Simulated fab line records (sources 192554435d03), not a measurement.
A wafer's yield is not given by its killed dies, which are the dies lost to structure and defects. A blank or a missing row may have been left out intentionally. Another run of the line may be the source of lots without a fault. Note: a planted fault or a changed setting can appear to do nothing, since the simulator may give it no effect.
fab line records    flow n5Finfet
record lots=9  wafers=27  lastDay=16
route steps=1938 shown DUMMY_GATE@221 SD_EPI_N@272 SD_EPI_P@305 BEOL_M4@1111 PASSIVATION@1936
lots that met no fault: taken from a fault-free run of the same line
startH: the number of hours between the record's first day and the start of the first shown wafer of the lot    waitH: hours from the lot's prior step to this one    " unchanged from the row above    L1.1+2: a row that stands for several wafers    - value missing, or start not given    * or withheld: withheld    < > ~ a bound
route shown NAME@n: names a module that has steps shown in the file, with the first one's number in the route    usual: the fault-free wafers' mean and standard deviation    same: alike in all rows    chamber/n: place in a boat    sites: readings site by site    _std_site: how widely they spread, as a standard deviation    _edge_site: inner sites' mean taken away from outer sites' mean    radiusMm: how far each site lies from the wafer's centre    mask NAME#n: copy n    behind: the most recent tool/chamber to have shaped the wafer    hold: why the lot was held/for how many hours/how that ended    device: whichever transistor did not switch (one of n, p or np)    end of line: tests run on the same wafers once the route is complete    a step given without rows: its recipe and nothing more    killed: at the first sort, the dies lost to defects and structure; wafer yield is something else    map: a wafer's dies, x killed, . not, _ none there
set.NAME: the setting the step ran with; set.NAME@STEP: the setting that earlier step ran with    model.NAME: the simulator's own value behind a step, which no gauge read
steps of the route over a sample of lots; a table a step, a row a wafer
services: when a tool's chamber went out of use (startH, in hours from the record's first day, below 0 if earlier), for how many hours, and the reason
## steps
# step N5_DUMMY_GATE_PECVD_30
# recipe material=SiO2  targetThkA=550  tempC=400  precursor=TEOS/O2  pressureTorr=6.5  rfW=withheld  teosFlowSccm=withheld  gas=O2  flowSccm=2650  timeS=10.8
lot.wafer   tool      chamber  startH  waitH
L206.2+4+6  pecvd-03  1,0,2    52.67   0.0
L208.1+2+5  pecvd-03  1,0,1    63.64   0.0
L209.2+4+6  pecvd-03  1,0,1    72.35   0.0
L210.3+4+6  pecvd-02  2,2,0    74.75   0.0
L213.2+4+6  pecvd-03  0,0,1    95.40   0.0
L214.1+2+3  pecvd-01  1,0,2    100.12  0.0
L217.2+3+6  pecvd-01  0,2,0    119.62  0.0
L220.1+5+6  pecvd-01  1,0,2    137.27  0.0
L222.2+5+6  pecvd-03  1,1,2    147.46  0.0
# step N5_DUMMY_GATE_CD_MEAS_50
# recipe targetCdNm=14
# usual cdNm=14.1/0.32
lot.wafer  tool      chamber  startH  waitH  cdNm
L206.2     cdSem-02  -        53.61   0.0    14.6
L206.4     "         -        "       "      14.3
L206.6     "         -        "       "      14.3
L208.1     cdSem-01  -        64.59   0.0    13.7
L208.2     "         -        "       "      13.8
L208.5     "         -        "       "      13.6
L209.2     cdSem-03  -        73.73   0.0    13.9
L209.4     "         -        "       "      14.0
L209.6     "         -        "       "      13.7
L210.3     cdSem-03  -        75.82   0.0    14.0
L210.4     "         -        "       "      13.9
L210.6     "         -        "       "      14.1
L213.2     cdSem-01  -        96.36   0.0    14.5
L213.4     "         -        "       "      13.8
L213.6     "         -        "       "      13.9
L214.1     cdSem-02  -        100.97  0.0    14.1
L214.2     "         -        "       "      14.1
L214.3     "         -        "       "      14.1
L217.2     cdSem-03  -        120.79  0.0    14.7
L217.3     "         -        "       "      14.1
L217.6     "         -        "       "      14.1
L220.1     cdSem-03  -        138.09  0.0    13.9
L220.5     "         -        "       "      13.8
L220.6     "         -        "       "      14.2
L222.2     cdSem-03  -        148.43  0.0    14.4
L222.5     "         -        "       "      14.2
L222.6     "         -        "       "      13.8
# step N5_DUMMY_GATE_CD_MEAS_24
# recipe targetCdNm=15
# usual cdNm=15.1/0.33
lot.wafer  tool      chamber  startH  waitH  cdNm
L206.2     cdSem-02  -        54.11   0.1    15.7
L206.4     "         -        "       "      15.7
L206.6     "         -        "       "      15.2
L208.1     cdSem-01  -        65.09   0.1    15.0
L208.2     "         -        "       "      15.0
L208.5     "         -        "       "      15.8
L209.2     cdSem-03  -        74.23   0.1    15.1
L209.4     "         -        "       "      15.0
L209.6     "         -        "       "      15.1
L210.3     cdSem-01  -        76.31   0.1    15.3
L210.4     "         -        "       "      15.0
L210.6     "         -        "       "      14.6
L213.2     cdSem-01  -        96.86   0.1    14.9
L213.4     "         -        "       "      14.8
L213.6     "         -        "       "      15.0
L214.1     cdSem-02  -        101.47  0.1    15.2
L214.2     "         -        "       "      15.2
L214.3     "         -        "       "      15.2
L217.2     cdSem-01  -        121.29  0.1    15.4
L217.3     "         -        "       "      15.5
L217.6     "         -        "       "      15.1
L220.1     cdSem-01  -        138.59  0.1    14.9
L220.5     "         -        "       "      15.2
L220.6     "         -        "       "      14.9
L222.2     cdSem-01  -        148.92  0.1    15.4
L222.5     "         -        "       "      15.4
L222.6     "         -        "       "      14.9
# step N5_SD_EPI_N_INSPECT_11
# recipe mode=adi  inspectInstrument=macro
# usual rawDefectCount=2.2/1.5
lot.wafer  tool              chamber  startH  waitH  rawDefectCount
L206.2     defectInspect-02  -        55.33   0.0    1
L206.4     "                 -        "       "      0
L206.6     "                 -        "       "      1
L208.1     defectInspect-02  -        66.46   0.0    1
L208.2     "                 -        "       "      1
L208.5     "                 -        "       "      0
L209.2     defectInspect-02  -        75.57   0.0    2
L209.4     "                 -        "       "      26
L209.6     "                 -        "       "      0
L210.3     defectInspect-02  -        78.48   0.0    2
L210.4     "                 -        "       "      5
L210.6     "                 -        "       "      2
L213.2     defectInspect-01  -        98.99   0.0    17
L213.4     "                 -        "       "      21
L213.6     "                 -        "       "      4
L214.1     defectInspect-01  -        102.81  0.0    2
L214.2     "                 -        "       "      2
L214.3     "                 -        "       "      1
L217.2     defectInspect-01  -        122.73  0.0    1
L217.3     "                 -        "       "      2
L217.6     "                 -        "       "      1
L220.1     defectInspect-02  -        140.19  0.0    1
L220.5     "                 -        "       "      3
L220.6     "                 -        "       "      2
L222.2     defectInspect-01  -        151.75  0.0    1
L222.5     "                 -        "       "      2
L222.6     "                 -        "       "      2
# step N5_SD_EPI_N_SD_RECESS_17
# recipe chemistry=HBr/Cl2/O2  targetDepthA=410  maskMaterial=SOC  timeS=23.7  btTimeS=3  pressureMtorr=10  icpW=800  biasW=112  HBr_flow_sccm=150  Cl2_flow_sccm=80  O2_flow_sccm=12
# usual drypumpMotorCurrentA=5.9/0.45  heBacksideLeakSccm=2.8/0.36  oesProductAu=1.008/0.013  throttleValvePct=37.03/0.19
# same btTimeS=3
lot.wafer  tool      chamber  startH  waitH  drypumpMotorCurrentA  heBacksideLeakSccm  oesProductAu  rfHoursCounterH  throttleValvePct
L206.2     rieSi-01  1        56.05   0.0    5.6                   3.2                 1.019         123              37.32
L206.4     "         2        "       "      5.8                   2.9                 0.995         118              36.94
L206.6     "         2        "       "      5.8                   3.0                 0.986         -                36.94
L208.1     rieSi-01  3        67.29   0.0    5.6                   3.3                 1.011         136              37.00
L208.2     "         1        "       "      5.6                   3.3                 1.007         124              37.34
L208.5     "         2        "       "      5.8                   3.0                 0.989         -                36.92
L209.2     rieSi-05  1        76.29   0.0    6.8                   3.1                 1.029         78               36.77
L209.4     "         1        "       "      6.8                   3.0                 1.034         -                36.76
L209.6     "         2        "       "      6.1                   2.9                 1.034         -                37.08
L210.3     rieSi-05  2        79.20   0.0    6.1                   2.7                 1.033         49               37.09
L210.4     "         2        "       "      6.2                   2.7                 1.028         -                37.08
L210.6     "         1        "       "      6.8                   2.9                 1.033         -                36.76
L213.2     rieSi-05  0        99.71   0.0    6.0                   2.4                 0.997         43               37.11
L213.4     "         1        "       "      6.8                   3.1                 1.025         79               36.76
L213.6     "         0        "       "      6.0                   2.3                 0.999         -                37.10
L214.1     rieSi-06  2        103.53  0.0    5.8                   3.5                 1.017         76               37.25
L214.2     "         1        "       "      5.6                   2.5                 1.007         24               36.97
L214.3     "         0        "       "      5.2                   2.7                 1.006         5                36.87
L217.2     rieSi-01  3        123.78  0.0    5.7                   3.2                 1.003         137              36.99
L217.3     "         1        "       "      5.6                   3.3                 1.006         125              37.35
L217.6     "         2        "       "      5.8                   2.9                 0.984         -                36.94
L220.1     rieSi-01  3        141.00  0.0    5.6                   3.2                 1.006         137              36.98
L220.5     "         3        "       "      5.6                   3.1                 1.005         -                36.99
L220.6     "         2        "       "      5.8                   3.0                 0.984         -                36.93
L222.2     rieSi-05  3        152.53  0.0    6.1                   2.7                 1.005         2                36.91
L222.5     "         0        "       "      6.0                   2.7                 1.004         -                37.13
L222.6     "         3        "       "      6.1                   2.8                 1.006         -                36.91
# step N5_SD_EPI_P_INSPECT_11
# recipe mode=adi  inspectInstrument=macro
# usual rawDefectCount=2.3/1.4
lot.wafer  tool              chamber  startH  waitH  rawDefectCount
L206.2     defectInspect-01  -        59.82   0.0    3
L206.4     "                 -        "       "      1
L206.6     "                 -        "       "      3
L208.1     defectInspect-02  -        71.08   0.0    2
L208.2     "                 -        "       "      4
L208.5     "                 -        "       "      3
L209.2     defectInspect-01  -        80.71   0.0    4
L209.4     "                 -        "       "      26
L209.6     "                 -        "       "      4
L210.3     defectInspect-02  -        84.64   0.0    3
L210.4     "                 -        "       "      3
L210.6     "                 -        "       "      3
L213.2     defectInspect-01  -        105.17  0.0    16
L213.4     "                 -        "       "      19
L213.6     "                 -        "       "      2
L214.1     defectInspect-01  -        108.04  0.0    1
L214.2     "                 -        "       "      1
L214.3     "                 -        "       "      1
L217.2     defectInspect-02  -        129.13  0.0    1
L217.3     "                 -        "       "      3
L217.6     "                 -        "       "      5
L220.1     defectInspect-01  -        145.47  0.0    3
L220.5     "                 -        "       "      3
L220.6     "                 -        "       "      4
L222.2     defectInspect-02  -        157.53  0.0    0
L222.5     "                 -        "       "      3
L222.6     "                 -        "       "      2
# step N5_BEOL_M4_RC_MEAS_101
# usual DIBL_N=35.7/1.3  DIBL_P=35.4/1.8  IOFF_N=0.152/0.027  IOFF_P=0.20/0.034  ION_N=672/9.8  ION_P=461/7.5  SS_N=71.4/0.55  SS_P=73.1/0.61  VT_N=251/3.3  VT_P=-251/3.6
lot.wafer  tool       chamber  startH  waitH  DIBL_N[mV/V]  DIBL_P[mV/V]  IOFF_N[nA/um]  IOFF_P[nA/um]  ION_N[uA/um]  ION_P[uA/um]  SS_N[mV/dec]  SS_P[mV/dec]  VT_N[mV]  VT_P[mV]
L206.2     prober-01  0        167.97  0.2    34.0          32.5          0.114          0.16           661           457           70.3          72.7          255       -255
L206.4     "          0        "       "      35.2          34.1          0.133          0.18           670           464           70.6          73.5          253       -251
L206.6     "          0        "       "      34.4          34.2          0.126          0.18           659           452           71.3          73.0          255       -250
L208.1     prober-02  0        181.19  0.0    34.3          36.0          0.149          0.18           676           457           70.9          72.8          252       -255
L208.2     "          0        "       "      34.6          34.9          0.144          0.17           664           455           71.6          72.0          254       -253
L208.5     "          0        "       "      33.5          35.0          0.146          0.17           670           459           70.7          73.0          251       -252
L209.2     prober-01  0        191.24  0.2    35.8          36.2          0.162          0.18           676           452           71.3          73.1          253       -258
L209.4     "          0        "       "      36.4          37.6          0.186          0.19           688           469           71.3          73.7          246       -252
L209.6     "          0        "       "      36.6          37.3          0.188          0.19           673           453           72.3          73.8          251       -253
L210.3     prober-02  0        194.45  0.3    35.6          36.1          0.174          0.24           679           472           71.7          73.4          247       -243
L210.4     "          0        "       "      38.0          39.5          0.237          0.32           694           484           72.4          73.6          243       -242
L210.6     "          0        "       "      37.0          37.8          0.203          0.27           691           481           71.8          73.5          243       -243
L213.2     prober-02  0        218.47  0.6    33.7          32.3          0.114          0.16           666           458           70.7          72.2          256       -253
L213.4     "          0        "       "      35.1          34.0          0.131          0.19           674           463           71.6          72.7          255       -253
L213.6     "          0        "       "      33.6          32.7          0.112          0.17           666           467           72.0          72.5          255       -255
L214.1     prober-02  0        219.25  0.4    36.5          34.9          0.147          0.19           671           458           72.1          73.5          251       -248
L214.2     "          0        "       "      37.6          35.7          0.154          0.21           669           459           71.6          73.0          250       -251
L214.3     "          0        "       "      37.4          36.3          0.156          0.21           675           458           72.1          73.0          253       -249
L217.2     prober-02  0        240.16  0.2    35.2          34.3          0.139          0.16           649           445           71.2          73.1          252       -256
L217.3     "          0        "       "      34.1          33.3          0.125          0.15           659           449           70.1          73.0          251       -256
L217.6     "          0        "       "      35.6          35.7          0.146          0.17           653           445           71.2          73.2          254       -256
L220.1     prober-01  0        256.09  0.0    35.6          34.7          0.137          0.17           675           451           71.7          73.1          254       -254
L220.5     "          0        "       "      35.8          35.1          0.145          0.18           665           456           71.5          73.2          253       -256
L220.6     "          0        "       "      37.4          37.0          0.172          0.21           670           454           71.8          73.4          250       -251
L222.2     prober-01  0        279.11  0.2    34.7          33.2          0.143          0.19           674           463           72.2          73.0          252       -249
L222.5     "          0        "       "      33.4          31.7          0.122          0.17           666           462           71.8          73.3          254       -251
L222.6     "          0        "       "      35.4          35.0          0.164          0.21           676           469           72.1          73.5          252       -249
# step N5_PASSIVATION_PROBE_49
# usual defectLimitedYield=91.5/1.3  killed_at_M0_to_M3=33/11  killed_at_M4_up=14/5.3  killedAtContacts=11/6.3  killedAtFrontEnd=38/10  killedAtOther=3.7/2.8  killedDies=101/16  killedOpen=67/12  killedShort=32/7.4  sort_bin_5_function=5.0/0.86  sort_bin_6_memory=3.2/0.69  sortNPass=1079/16  sortYieldPct=91.5/1.3
# same grossDies=1180  killedAtBackSide=0  sort_bin_4_leakage[%]=0  sort_bin_8_speed[%]=0
lot.wafer  tool       chamber  startH  waitH  defectLimitedYield[%]  killed_at_M0_to_M3  killed_at_M4_up  killedAtContacts  killedAtFrontEnd  killedAtOther  killedDies  killedOpen  killedShort  sort_bin_5_function[%]  sort_bin_6_memory[%]  sortNPass  sortYieldPct[%]
L206.2     prober-01  -        281.75  0.2    92.6                   50                  4                12                21                0              87          62          23           4.3                     2.8                   1093       92.6
L206.4     prober-01  -        281.85  0.3    92.5                   39                  6                7                 37                0              89          57          29           4.2                     2.9                   1091       92.5
L206.6     prober-01  -        281.95  0.4    92.7                   42                  10               15                18                1              86          58          27           4.9                     2.2                   1094       92.7
L209.2     prober-02  -        297.64  0.1    92.6                   20                  8                23                35                1              87          57          30           4.0                     2.8                   1093       92.6
L209.4     prober-02  -        297.74  0.2    87.7                   41                  15               9                 80                0              145         76          52           7.7                     3.9                   1035       87.7
L209.6     prober-02  -        297.84  0.3    87.9                   38                  12               16                77                0              143         83          55           5.3                     5.9                   1037       87.9
L213.2     prober-01  -        317.91  0.1    89.4                   46                  5                24                47                3              125         79          37           6.6                     3.4                   1055       89.4
L213.4     prober-01  -        318.01  0.2    90.2                   26                  9                24                48                9              116         69          33           5.8                     3.4                   1064       90.2
L213.6     prober-01  -        318.11  0.3    89.9                   33                  11               33                37                5              119         84          32           5.8                     3.9                   1061       89.9
L220.1     prober-01  -        356.41  0.0    92.0                   23                  28               14                26                3              94          66          27           5.1                     2.5                   1086       92.0
L220.5     prober-01  -        356.61  0.2    93.3                   28                  10               6                 31                4              79          60          18           4.1                     2.5                   1101       93.3
L220.6     prober-01  -        356.66  0.3    90.8                   22                  17               5                 56                8              108         73          34           5.5                     3.6                   1072       90.8
L222.2     prober-02  -        381.80  0.1    91.7                   37                  9                3                 39                10             98          55          42           4.8                     2.8                   1082       91.7
L222.5     prober-02  -        381.95  0.2    90.6                   38                  13               10                43                7              111         66          41           5.2                     3.7                   1069       90.6
L222.6     prober-02  -        382.00  0.3    90.5                   25                  16               22                46                3              112         73          37           5.8                     3.4                   1068       90.5
# killed by level:class
L206.2 BEOL_M3:geometricParticle:open=15 MOL_CONTACT_COAG:geometricParticle:open=11 BEOL_M0_SAQP:geometricParticle:open=8 BEOL_M0_SAQP:geometricParticle:short=7 STI_FIN_REVEAL:geometricParticle:open=6 BEOL_M0:geometricParticle:open=5 GATE_CUT:geometricParticle:open=4 BEOL_M1:geometricParticle:open=4
L206.4 STI_FIN_REVEAL:geometricParticle:open=11 BEOL_M1:geometricParticle:open=8 MOL_CONTACT_COAG:geometricParticle:open=6 BEOL_M1:geometricParticle:short=6 GATE_CUT:geometricParticle:short=5 BEOL_M0:geometricParticle:open=5 BEOL_M3:geometricParticle:open=5 BEOL_M2:geometricParticle:open=4
L206.6 BEOL_M0_SAQP:geometricParticle:open=15 MOL_CONTACT_COAG:geometricParticle:open=12 BEOL_M0_SAQP:geometricParticle:short=9 GATE_CUT:geometricParticle:short=5 BEOL_M3:geometricParticle:open=5 BEOL_M1:geometricParticle:open=4 BEOL_M2:geometricParticle:open=4 STI_FIN_REVEAL:geometricParticle:open=3
L209.2 MOL_CONTACT_COAG:geometricParticle:open=19 FIN_SAQP:geometricParticle:short=6 DUMMY_GATE:geometricParticle:open=6 BEOL_M1:geometricParticle:open=6 STI_FIN_REVEAL:geometricParticle:open=4 MOL_CONTACT_COAG:geometricParticle:short=4 BEOL_M0_SAQP:geometricParticle:open=4 BEOL_M0_SAQP:geometricParticle:short=3
L209.4 STI_FIN_REVEAL:geometricParticle:open=19 BEOL_M0_SAQP:geometricParticle:short=17 FIN_SAQP:geometricParticle:short=15 DUMMY_GATE:unspecified=15 BEOL_M0_SAQP:geometricParticle:open=13 FIN_SAQP:geometricParticle:open=9 MOL_CONTACT_COAG:geometricParticle:open=8 STI_FIN_REVEAL:geometricParticle:short=5
L209.6 FIN_SAQP:geometricParticle:short=17 FIN_SAQP:geometricParticle:open=17 BEOL_M0_SAQP:geometricParticle:short=17 STI_FIN_REVEAL:geometricParticle:open=15 MOL_CONTACT_COAG:geometricParticle:open=11 BEOL_M0_SAQP:geometricParticle:open=11 BEOL_M4:geometricParticle:open=7 STARTING-WAFER:geometricParticle:short=7
L213.2 MOL_CONTACT_COAG:geometricParticle:open=20 BEOL_M2:geometricParticle:open=13 BEOL_M0_SAQP:geometricParticle:short=10 DUMMY_GATE:unspecified=9 FIN_SAQP:geometricParticle:open=8 FIN_SAQP:geometricParticle:short=8 STI_FIN_REVEAL:geometricParticle:open=6 BEOL_M1:geometricParticle:open=6
L213.4 MOL_CONTACT_COAG:geometricParticle:open=19 DUMMY_GATE:unspecified=13 BEOL_M0_SAQP:geometricParticle:short=12 STI_FIN_REVEAL:geometricParticle:open=12 MOL_CONTACT_COAG:geometricParticle:short=5 BEOL_M0_SAQP:geometricParticle:open=5 BEOL_M2:geometricParticle:open=5 FIN_SAQP:geometricParticle:open=4
L213.6 MOL_CONTACT_COAG:geometricParticle:open=30 BEOL_M0_SAQP:geometricParticle:open=12 FIN_SAQP:geometricParticle:short=11 FIN_SAQP:geometricParticle:open=9 BEOL_M0_SAQP:geometricParticle:short=9 STI_FIN_REVEAL:geometricParticle:open=5 BEOL_M2:geometricParticle:open=5 BEOL_M1:geometricParticle:open=4
L220.1 BEOL_M4:geometricParticle:open=12 MOL_CONTACT_COAG:geometricParticle:open=11 FIN_SAQP:geometricParticle:short=6 BEOL_M4:geometricParticle:short=6 FIN_SAQP:geometricParticle:open=5 BEOL_M0_SAQP:geometricParticle:open=5 BEOL_M0_SAQP:geometricParticle:short=5 BEOL_M5:geometricParticle:open=5
L220.5 STI_FIN_REVEAL:geometricParticle:open=9 BEOL_M2:geometricParticle:open=9 BEOL_M3:geometricParticle:open=7 MOL_CONTACT_COAG:geometricParticle:open=6 FIN_SAQP:geometricParticle:open=5 BEOL_M0_SAQP:geometricParticle:short=4 BEOL_M0_SAQP:geometricParticle:open=4 FIN_SAQP:geometricParticle:short=3
L220.6 FIN_SAQP:geometricParticle:open=14 STI_FIN_REVEAL:geometricParticle:open=11 FIN_SAQP:geometricParticle:short=8 BEOL_M3:geometricParticle:open=8 BEOL_M4:geometricParticle:open=6 MOL_CONTACT_COAG:geometricParticle:open=5 BEOL_M4:geometricParticle:short=5 MIM_TOP:geometricParticle:short=5
L222.2 BEOL_M0_SAQP:geometricParticle:short=8 BEOL_M1:geometricParticle:open=7 FIN_SAQP:geometricParticle:short=6 BEOL_M1:geometricParticle:short=6 FIN_SAQP:geometricParticle:open=5 BEOL_M0_SAQP:geometricParticle:open=5 BEOL_M3:geometricParticle:open=5 MIM_BOT:geometricParticle:short=5
L222.5 BEOL_M3:geometricParticle:open=16 STI_FIN_REVEAL:geometricParticle:open=9 FIN_SAQP:geometricParticle:open=8 BEOL_M4:geometricParticle:open=7 GATE_CUT:geometricParticle:short=6 MIM_TOP:geometricParticle:short=6 FIN_SAQP:geometricParticle:short=5 MOL_CONTACT_COAG:geometricParticle:open=5
L222.6 MOL_CONTACT_COAG:geometricParticle:open=19 FIN_SAQP:geometricParticle:short=10 STI_FIN_REVEAL:geometricParticle:open=7 FIN_SAQP:geometricParticle:open=6 GATE_CUT:geometricParticle:short=6 BEOL_M4:geometricParticle:open=6 BEOL_M1:geometricParticle:open=5 BEOL_M2:geometricParticle:open=5
## services
tool      chamber  startH  hours  kind
pecvd-02  -        31.69   0.6    repair
pecvd-01  0        46.65   5.6    repair
rieSi-06  -        48.33   2.8    pm
pecvd-01  2        59.28   10.3   repair
pecvd-01  0        60.62   2.1    scheduledDown
pecvd-02  -        60.92   1.2    repair
rieSi-05  0        71.47   7.9    repair
pecvd-01  2        72.25   5.5    scheduledDown
pecvd-03  -        77.78   0.3    repair
pecvd-02  2        79.20   2.1    scheduledDown
pecvd-02  2        90.41   5.5    scheduledDown
pecvd-02  0        95.88   5.5    scheduledDown
rieSi-01  -        112.86  0.3    repair
rieSi-06  2        125.49  1.3    repair
rieSi-05  3        127.44  17.1   repair
rieSi-05  0        127.68  1.2    repair
pecvd-03  0        143.65  5.5    scheduledDown
pecvd-01  1        148.27  5.6    repair
## key
firstSign step=N5_SD_EPI_N_INSPECT_11  reading=rawDefectCount  direction=up  sigmas=13  usual=2.2  struck=21.3
effect step=N5_SD_EPI_P_INSPECT_11  reading=rawDefectCount  direction=up  sigmas=13  usual=2.3  struck=20.3
metAt N5_DUMMY_GATE_PECVD_30
struckLots L209,L213
struckWafers L209.4,L213.2,L213.4
notActingAt N5_DUMMY_GATE_CD_MEAS_50,N5_DUMMY_GATE_CD_MEAS_24,N5_SD_EPI_N_SD_RECESS_17
onsetBetween 63.64 72.35
fault kind=chamberParticleSource  tool=pecvd-03  chamber=0  onsetH=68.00  steps=N5_DUMMY_GATE_PECVD_30  ratePerVisitCm2=0.023467
